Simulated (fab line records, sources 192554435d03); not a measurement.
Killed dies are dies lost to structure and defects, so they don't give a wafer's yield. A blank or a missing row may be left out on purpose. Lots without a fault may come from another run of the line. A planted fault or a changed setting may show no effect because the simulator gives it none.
Which tool did it? | flow n5_finfet | 11 lots, 33 wafers sampled, at 3 steps of a route of 1938

WHAT THE GAUGES READ, wafer by wafer
N5_BEOL_M15_OVL_MEAS_11.
lot  | measured     | on         | V14_OVL (nm)
L926 | day 18 12:27 | overlay-02 | 0 6 -2
L928 | day 19 05:44 | overlay-02 | 6 14 1
L923 | day 19 07:56 | overlay-02 | -1 4 1
L929 | day 19 19:59 | overlay-02 | 4 -7 -1
L933 | day 19 21:00 | overlay-02 | 5 -6 3
L931 | day 21 10:23 | overlay-01 | 4 4 7
L936 | day 21 23:06 | overlay-01 | -8 -10 -11
L939 | day 21 23:16 | overlay-02 | -2 -11 1
L937 | day 21 23:31 | overlay-01 | -6 -6 -8
L938 | day 22 05:43 | overlay-02 | 3 1 -2
L945 | day 23 23:26 | overlay-02 | -1 1 3

WHICH TOOL RAN EACH LOT (tool, then ch and the chambers of the sampled wafers, then the start)
lot  | N5_BEOL_M14_SPUTTER_45       | N5_BEOL_M15_EXPOSE_07
L926 | pvd_sputter-03, day 18 10:47 | krf_scanner-01 ch 0, day 18 12:16
L928 | pvd_sputter-03, day 19 03:31 | krf_scanner-01 ch 0, day 19 05:31
L923 | pvd_sputter-02, day 19 06:08 | krf_scanner-02 ch 0, day 19 07:44
L929 | pvd_sputter-03, day 19 17:53 | krf_scanner-02 ch 0, day 19 19:47
L933 | pvd_sputter-03, day 19 18:44 | krf_scanner-01 ch 0, day 19 20:48
L931 | pvd_sputter-03, day 21 08:28 | krf_scanner-01 ch 0, day 21 10:11
L936 | pvd_sputter-02, day 21 21:02 | krf_scanner-01 ch 0, day 21 22:54
L939 | pvd_sputter-01, day 21 21:27 | krf_scanner-02 ch 0, day 21 23:04
L937 | pvd_sputter-02, day 21 21:31 | krf_scanner-02 ch 0, day 21 23:19
L938 | pvd_sputter-01, day 22 03:34 | krf_scanner-02 ch 0, day 22 05:31
L945 | pvd_sputter-03, day 23 21:02 | krf_scanner-01 ch 0, day 23 23:14
- N5_BEOL_M14_SPUTTER_45: material Cu, target thk 100 nm, time 16.67 s.
- N5_BEOL_M15_EXPOSE_07: exposes mask V14.

WHAT THE TOOLS THEMSELVES READ (means of the sampled wafers that have a number; where no wafer has one, the mark that the record gives instead)
N5_BEOL_M14_SPUTTER_45.
lot  | tool           | cathode_dc_power_W (W) | substrate_temp_c (C) | throttle_valve_pct (%)
L926 | pvd_sputter-03 | 25996                  | -19.84               | 30.2
L928 | pvd_sputter-03 | 25999                  | -20.03               | 30.4
L923 | pvd_sputter-02 | 25999                  | -19.93               | 30.4
L929 | pvd_sputter-03 | 26004                  | -20.08               | 29.8
L933 | pvd_sputter-03 | 26000                  | -20.02               | 29.8
L931 | pvd_sputter-03 | 26000                  | -19.99               | 29.9
L936 | pvd_sputter-02 | 25998                  | -20.02               | 30.4
L939 | pvd_sputter-01 | 25996                  | -20.00               | 28.3
L937 | pvd_sputter-02 | 26002                  | -20.07               | 31.0
L938 | pvd_sputter-01 | 25997                  | -20.01               | 29.5
L945 | pvd_sputter-03 | 26003                  | -19.89               | 30.1

N5_BEOL_M15_EXPOSE_07.
lot  | tool           | exposure_dose_mJ_cm2 | stage_vel_mm_s (mm/s)
L926 | krf_scanner-01 | 41.20                | 499.88
L928 | krf_scanner-01 | 41.22                | 500.01
L923 | krf_scanner-02 | 41.21                | 500.22
L929 | krf_scanner-02 | 41.19                | 500.02
L933 | krf_scanner-01 | 41.21                | 499.46
L931 | krf_scanner-01 | 41.16                | 499.89
L936 | krf_scanner-01 | 41.11                | 500.34
L939 | krf_scanner-02 | 41.18                | 500.22
L937 | krf_scanner-02 | 40.57                | 499.97
L938 | krf_scanner-02 | 40.65                | 500.34
L945 | krf_scanner-01 | 41.14                | 499.99

THE ANSWER, worked out from the rows above alone
Rule: what is usual is taken from the lots themselves. Put in order of their means at a reading, lots are off if they are a third of the lots or fewer, leave a main group of 4 or more, and stand apart from it by a gap of 3 or more times the standard deviation of the main group's means; of several such gaps the widest counts. A main group whose means are all the same, to the digits that the tables above print for the reading, isn't used. A lot without any number at a reading at which 4 lots or more have one is off too. The other lots that the step has rows for count as sound. The gauges are gone through in route order, then the tools' own readings, and for those a lot's mean is taken as printed above. The first step at which some lot is off is used, and at that step the reading that is off furthest; a lot without a number counts as furthest.
Off: L937, L938, at N5_BEOL_M15_EXPOSE_07 (exposure_dose_mJ_cm2). The main group: mean 41.18, standard deviation 0.035.
A tool fits if, at that step or a process step before it, it ran every lot that is off, and no sound lot after the first of them. One fits: krf_scanner-02 at N5_BEOL_M15_EXPOSE_07. Its last sound lot is L939 (day 21 23:04), its first lot that is off L937 (day 21 23:19): a fault that began between those two fits.
The tool's own readings at N5_BEOL_M15_EXPOSE_07 bear it out: on the lots that are off they differ by more than 5 times the standard deviation of the sound lots' means. exposure_dose_mJ_cm2 reads 40.61 there against 41.18 on the sound lots.

WHAT THE SIMULATOR HAD PUT IN
Process parameter drift: krf_scanner-02, from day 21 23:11 on, at N5_BEOL_M15_EXPOSE_07. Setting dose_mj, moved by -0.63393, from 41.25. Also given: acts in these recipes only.
Lots struck among those shown: L937, L938. The rule above found the same.
